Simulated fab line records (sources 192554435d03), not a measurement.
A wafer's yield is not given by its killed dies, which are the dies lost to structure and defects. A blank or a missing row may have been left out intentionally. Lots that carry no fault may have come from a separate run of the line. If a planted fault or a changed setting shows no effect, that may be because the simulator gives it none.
Chamber matching | flow n5 finfet | N5_BEOL_M10_STRIP_19 on rie diel-04 has 4 sister chambers
The step strips in O2. 4 wafers are shown with their chamber, then 8 later ones without.

WAFERS, EACH WITH ITS CHAMBER
wafer  | chamber | showerhead plenum p Torr (Torr)
L085.2 | 0       | 2.04
L086.4 | 1       | 2.23
L090.5 | 2       | 2.12
L095.4 | 3       | 2.14

WAFERS WHOSE CHAMBER IS MISSING
wafer  | showerhead plenum p Torr (Torr)
L095.5 | 2.04
L095.6 | 2.11
L094.2 | 2.14
L094.3 | 2.11
L094.4 | 2.14
L097.2 | 2.22
L097.4 | 2.11
L097.5 | 2.03

WHICH CHAMBER EACH ONE RAN IN
wafer  | from the rows above | in truth
L095.5 | 0                   | 0
L095.6 | 2                   | 2
L094.2 | 3                   | 3
L094.3 | 2                   | 2
L094.4 | 3                   | 3
L097.2 | 1                   | 1
L097.4 | 2                   | 2
L097.5 | 0                   | 0
8 of 8 placed correctly. From these rows, 0 cannot be placed. Wrongly placed: 0.
How it was worked out, from the rows above alone: a wafer's distance from a chamber is the root of the sum, over the readings, of the square of ((its reading less the chamber's mean) divided by the reading's scatter). The wafer belongs to the nearest chamber; if the next one is less than 2 further off, it can't be placed. The mean given for a chamber averages the wafers shown for that chamber. The scatter: root of mean squared gap, hidden wafer to nearest shown wafer, with one shown wafer a chamber.
